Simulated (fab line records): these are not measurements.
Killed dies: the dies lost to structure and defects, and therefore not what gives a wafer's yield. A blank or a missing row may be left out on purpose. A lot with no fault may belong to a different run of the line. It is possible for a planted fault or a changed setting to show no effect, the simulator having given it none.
Commonality check across tools + flow nand harc + 11 lots, 33 wafers sampled

## THE REASON FOR OPENING IT
Flagged at NHARC_P_GATE_CD_MEAS_26: reading cd nm, on 2 of 11 lots. Fault-free wafers read 119.8 nm, with a standard deviation of 0.53.
Rule: a lot gets a flag if all its wafers with a number sit over 4 standard deviations from that mean, or if no wafer of it has a number. The other lots count as sound.

| lot  | measured     | on        | cd nm (nm), wafer by wafer | flag    |
|------|--------------|-----------|----------------------------|---------|
| L716 | day 5 08:46  | cd sem-02 | 119.7 120.3 119.6          |         |
| L718 | day 5 20:08  | cd sem-03 | 119.3 120.0 119.9          |         |
| L719 | day 6 01:05  | cd sem-02 | 120.2 120.0 120.2          |         |
| L720 | day 6 15:53  | cd sem-01 | 120.1 121.0 121.0          |         |
| L724 | day 8 05:43  | cd sem-02 | 119.3 119.3 119.5          |         |
| L725 | day 8 17:38  | cd sem-01 | 120.3 120.1 119.4          |         |
| L726 | day 9 09:23  | cd sem-02 | 120.1 120.3 120.0          |         |
| L728 | day 9 23:06  | cd sem-03 | 120.2 119.6 119.4          |         |
| L734 | day 12 12:25 | cd sem-02 | 91.1 90.7 91.2             | FLAGGED |
| L736 | day 13 10:04 | cd sem-01 | 91.2 91.1 91.2             | FLAGGED |
| L739 | day 14 11:53 | cd sem-02 | 120.5 120.5 120.3          |         |
On average the flagged lots' numbers are 91.1 nm, which is -28.7 nm against the usual, or -54 standard deviations.

## LOT BY LOT: THE TOOL USED
The record holds 2 process steps before the reading, out of a route of 1302 steps. Read each cell as the tool, then ch plus the chambers that the sampled wafers visited, then the start.
| lot  | flag    | NHARC_P_GATE_DESCUM_13             | NHARC_P_GATE_PEB_24               |
|------|---------|------------------------------------|-----------------------------------|
| L716 |         | rie diel-06 ch 0,2,3, day 4 17:41  | litho track-04 ch 0, day 5 08:41  |
| L718 |         | rie diel-04 ch 0,1,3, day 5 06:01  | litho track-06 ch 0, day 5 20:04  |
| L719 |         | rie diel-06 ch 2,3, day 5 11:25    | litho track-04 ch 0, day 6 00:59  |
| L720 |         | rie diel-06 ch 1,2, day 6 00:26    | litho track-01 ch 0, day 6 15:48  |
| L724 |         | rie diel-08 ch 1,2,3, day 7 16:02  | litho track-04 ch 0, day 8 05:38  |
| L725 |         | rie diel-08 ch 0,2, day 8 03:37    | litho track-04 ch 0, day 8 17:34  |
| L726 |         | rie diel-08 ch 0,1, day 8 15:20    | litho track-01 ch 0, day 9 09:17  |
| L728 |         | rie diel-06 ch 0,2,3, day 9 07:45  | litho track-06 ch 0, day 9 23:01  |
| L734 | FLAGGED | rie diel-08 ch 0,3, day 11 22:41   | litho track-04 ch 0, day 12 12:20 |
| L736 | FLAGGED | rie diel-04 ch 0,1,3, day 12 19:17 | litho track-04 ch 0, day 13 09:59 |
| L739 |         | rie diel-08 ch 0,1,2, day 13 18:47 | litho track-01 ch 0, day 14 11:48 |
What the steps here do:
- NHARC_P_GATE_DESCUM_13: chemistry O2, time 3 s.
- NHARC_P_GATE_PEB_24: peb time 65 s.
- NHARC_P_GATE_CD_MEAS_26: target cd 120 nm.

## FLAGGED OVER TOTAL, TOOL BY TOOL (the gauges that took the reading come last)
| step                    | tool           | lots run | flagged | share of the flagged lots | sound lots run after its first flagged lot |
|-------------------------|----------------|----------|---------|---------------------------|--------------------------------------------|
| NHARC_P_GATE_DESCUM_13  | rie diel-04    | 2        | 1       | some                      | 0                                          |
| NHARC_P_GATE_DESCUM_13  | rie diel-06    | 4        | 0       | none                      | -                                          |
| NHARC_P_GATE_DESCUM_13  | rie diel-08    | 5        | 1       | some                      | 1 (L739)                                   |
| NHARC_P_GATE_PEB_24     | litho track-01 | 3        | 0       | none                      | -                                          |
| NHARC_P_GATE_PEB_24     | litho track-04 | 6        | 2       | all                       | 0                                          |
| NHARC_P_GATE_PEB_24     | litho track-06 | 2        | 0       | none                      | -                                          |
| NHARC_P_GATE_CD_MEAS_26 | cd sem-01      | 3        | 1       | some                      | 0                                          |
| NHARC_P_GATE_CD_MEAS_26 | cd sem-02      | 6        | 1       | some                      | 1 (L739)                                   |
| NHARC_P_GATE_CD_MEAS_26 | cd sem-03      | 2        | 0       | none                      | -                                          |

## THE TABLE: WHAT IT ALLOWS
Rows of the table that ran each flagged lot: 1, that is litho track-04 at NHARC_P_GATE_PEB_24.
- litho track-04 at NHARC_P_GATE_PEB_24 ran 6 lots, 2 of them flagged. Its last sound lot is L725 (day 8 17:34), its first flagged lot L734 (day 12 12:20): a fault that began between those two fits. Its own readings (heater power total W, plate temp C) fall more than 4 standard deviations out on all wafers of the flagged lots.
Just one tool remains: litho track-04 at NHARC_P_GATE_PEB_24.

## WHAT HAD BEEN PUT IN BY THE SIMULATOR
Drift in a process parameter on litho track-04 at NHARC_P_GATE_PEB_24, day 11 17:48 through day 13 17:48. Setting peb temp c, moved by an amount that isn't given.
Shown lots that were struck: L734, L736. The rule above found the same.
